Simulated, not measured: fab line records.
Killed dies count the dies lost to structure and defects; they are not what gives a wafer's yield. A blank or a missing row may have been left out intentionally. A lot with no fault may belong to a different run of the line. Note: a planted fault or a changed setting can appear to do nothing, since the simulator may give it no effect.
A lot that was struck, set against a sound lot -- flow nand harc -- 14 steps out of a route of 1302
Sound: these wafers, L235.2, L235.3, L235.4. Struck: wafer L247.1. (L247.4 of the same lot was not struck and is left out.) The cause comes at the end.
Each step with rows lists, per side, the tool, then ch with its chambers, then its first start. Under that, the readings that differ: sound wafers -- struck wafers -- difference of the means -- sigmas: that difference in standard deviations of wafers without a fault.
alike: same words and numbers on both sides, and readings whose means sit less than 2 such deviations apart. not compared: any withheld reading, any reading some wafer has no value for, any bound like >300 that may hide the same value, and any number with overlapping values for which the record gives no deviation.
A row with sigmas, a row that says differs or no value, or rows on one side alone: a step with any of these is where the two part. When numbers do not overlap yet have no deviation, they are printed without sigmas and do not part them. Lack of a reading on every wafer of one side parts them only where that side has two or more wafers.

NHARC_A_WL_FILL_CVD_03: deposits W, target thk 40 nm, time 279 s.
  sound on cvd w-02 ch 0,1, day 20 20:05; struck on cvd w-01 ch 0, day 25 01:06
  alike: heater power w, throttle valve pct
NHARC_A_WL_FILL_ETCHBACK_04: etches the open film in NF3, target depth 60 nm, time 120 s.
  sound on rie metal-01 ch 0,1, day 20 20:28; struck on rie metal-02 ch 1, day 25 01:31
reading,sound,struck,difference,sigmas
drypump motor current A (A),6.12 5.63 6.15,5.45,-0.52,-2
run length s (s),142.06 141.26 141.56,140.98,-0.65,-2
  alike: he backside leak sccm, oes product au
  not compared: rf hours counter h
NHARC_A_WL_FILL_ETCHBACK_05: etches the open film in Cl2/BCl3, target depth 22 nm, time 60 s.
  sound on rie metal-01 ch 0,1, day 20 20:42; struck on rie metal-02 ch 1, day 25 01:44
reading,sound,struck,difference,sigmas
run length s (s),81.79 81.26 81.67,81.01,-0.56,-2
  alike: drypump motor current A, he backside leak sccm, oes product au
  not compared: rf hours counter h
NHARC_A_WL_FILL_STRIP_27: strips in N2/H2, time 20 s.
  sound on plasma asher-01 ch 0,1, day 20 20:52; struck on plasma asher-02 ch 1, day 25 01:52
  alike: drypump motor current A, heater power w
  not compared: rf hours counter h
then, 5 steps without rows for these wafers: NHARC_A_WL_FILL_STRIP_28 (strips in post etch residue remover, time 1200 s); NHARC_A_WL_FILL_PRECLEAN_06 (cleans in DIW, time 300 s); NHARC_A_WL_FILL_SRD_07; NHARC_A_WL_FILL_ANNEAL_08 (time 1800 s); NHARC_A_WL_FILL_ALD_10 (deposits SiO2, target thk 50 nm, pulse time 10 s, ald cycles 500).
NHARC_A_WL_FILL_ETCHBACK_16: etches the open film in C4F8/O2/Ar, target depth 120 nm, time 24 s.
  sound: rie diel-12 ch 0,1,3; struck: rie diel-13 ch 3
reading,sound,struck,difference,sigmas
rf hours counter h (h),0.9 0.8 0.9,2.1,+1.2,
  alike: oes product au, rf vpp V, run length s
then, 1 step without rows for these wafers: NHARC_A_WL_FILL_STRIP_29 (strips in O2, time 20 s).
NHARC_A_WL_FILL_ETCHBACK_17: etches the open film in Cl2/BCl3, target depth 4 nm, time 26.7 s.
  sound on rie metal-03 ch 0,1, day 21 05:31; struck on rie metal-03 ch 0, day 25 11:39
reading,sound,struck,difference,sigmas
run length s (s),47.81 47.71 48.11,45.99,-1.89,-6
  alike: drypump motor current A, he backside leak sccm, oes product au
  not compared: rf hours counter h
then, 1 step without rows for these wafers: NHARC_A_WL_FILL_PRECLEAN_18 (cleans in dHF, time 30 s).
-- break in the record here, with 4 days between the starts of the struck wafers on either side (left off in module A_WL_FILL, picked up again in module END, where the first step shown is number 1302 on the route) --
NHARC_END_SORT_01:
  here the record holds rows for the struck wafers (prober-01 ch 0, day 29 00:16) but none for the sound ones

WHERE THEY PART
At NHARC_A_WL_FILL_ETCHBACK_04 first; at NHARC_END_SORT_01 last (within this record only).

WHY: whatever the simulator had introduced
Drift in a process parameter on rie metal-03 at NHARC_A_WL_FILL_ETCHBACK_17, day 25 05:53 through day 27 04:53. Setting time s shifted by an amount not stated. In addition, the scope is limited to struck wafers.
